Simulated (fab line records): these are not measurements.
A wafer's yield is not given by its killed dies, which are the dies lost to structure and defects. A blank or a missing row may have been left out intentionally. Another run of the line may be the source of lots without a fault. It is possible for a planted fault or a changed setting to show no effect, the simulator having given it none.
A lot that was struck, set against a sound lot -- flow nand_harc -- 15 steps out of a route of 1159
Sound: the wafers L951.2, L951.3, L951.5. The struck wafers were L955.1, L955.3, L955.4. Last of all comes the cause.
Order at every step that has rows: each side's tool, ch and its chambers, its first start. Under that, the readings that differ: sound wafers -- struck wafers -- difference of the means -- sigmas: that difference in standard deviations of wafers without a fault.
alike: readings with means less than 2 such deviations apart, plus words and numbers identical on both sides. not compared: withheld readings, readings lacking a value on some wafer, bounds such as >300 that could conceal the same value, and numbers that have no deviation in the record and whose values overlap.
The two part at a step that has a row with sigmas, a row that says differs or no value, or rows on one side only. When numbers do not overlap yet have no deviation, they are printed without sigmas and do not part them. A reading that every wafer of one side lacks parts them only if that side has two wafers or more.

NHARC_THIN_TSV_DEP_43: deposits SiO2, target thk 1328.5 nm.
  sound on pecvd-03 ch 0,1,2, day 19 01:03; struck on pecvd-02 ch 0,1,2, day 20 20:59
  alike: showerhead_vpp_V, throttle_valve_pct
  not compared: since_wet_clean_h
then, 8 steps without rows for these wafers: NHARC_THIN_TSV_DEHYDRATE_04 (time 120 s); NHARC_THIN_TSV_HMDS_05 (time 30 s); NHARC_THIN_TSV_COAT_06; NHARC_THIN_TSV_SOFTBAKE_07 (time 95 s); NHARC_THIN_TSV_EBR_08; NHARC_THIN_TSV_EXPOSE_09 (exposes mask TSV); NHARC_THIN_TSV_PEB_10 (peb time 85 s); NHARC_THIN_TSV_DEVELOP_11 (time 70 s).
NHARC_THIN_TSV_CD_MEAS_12: the cd target is 1000 nm.
  sound on cd_sem-03 ch 0, day 19 01:54; struck on cd_sem-01 ch 0, day 20 21:46
  alike: cd_nm
then, 1 step without rows for these wafers: NHARC_THIN_TSV_HARDBAKE_13 (time 80 s).
NHARC_THIN_TSV_DESCUM_14: chemistry O2, time 3 s.
  sound on rie_diel-11 ch 0,1, day 19 02:04; struck on rie_diel-02 ch 1,2,3, day 20 21:56
  alike: drypump_motor_current_A, oes_product_au, rf_vpp_V, showerhead_plenum_p_Torr, throttle_valve_pct
  not compared: rf_hours_counter_h
NHARC_THIN_TSV_ETCH_44: etches the open film in CF4/O2, target depth 1594.2 nm, time 797.1 s.
  sound on rie_diel-11 ch 1,2, day 19 02:08; struck on rie_diel-02 ch 0,2,3, day 20 22:01
reading,sound,struck,difference,sigmas
oes_product_au (a.u.),1.027 1.020 1.028,0.942 0.921 0.918,-0.098,-6
rf_fwd_power_W (W),297.9 300.1 299.1,263.0 265.2 264.7,-34.7,-39
  alike: drypump_motor_current_A, rf_vpp_V, showerhead_plenum_p_Torr, throttle_valve_pct
  not compared: rf_hours_counter_h
NHARC_THIN_TSV_ETCH_15: target depth 3000 nm, bosch target overetch cycles 2, bosch etch step 2.8 s.
  sound on rie_si-05 ch 1,2,3, day 19 02:44; struck on rie_si-04 ch 1,2,3, day 20 22:36
  alike: drypump_motor_current_A
  not compared: rf_hours_counter_h
NHARC_END_SORT_01:
  at this point the record logs the struck wafers (prober-02 ch 0, day 21 18:01) and has no rows for the sound ones

## WHERE THEY PART
First at NHARC_THIN_TSV_ETCH_44; last, within this record, at NHARC_END_SORT_01.

WHY: what the simulator had put in
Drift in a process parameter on rie_diel-02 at NHARC_THIN_TSV_ETCH_44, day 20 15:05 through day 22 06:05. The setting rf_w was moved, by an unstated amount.
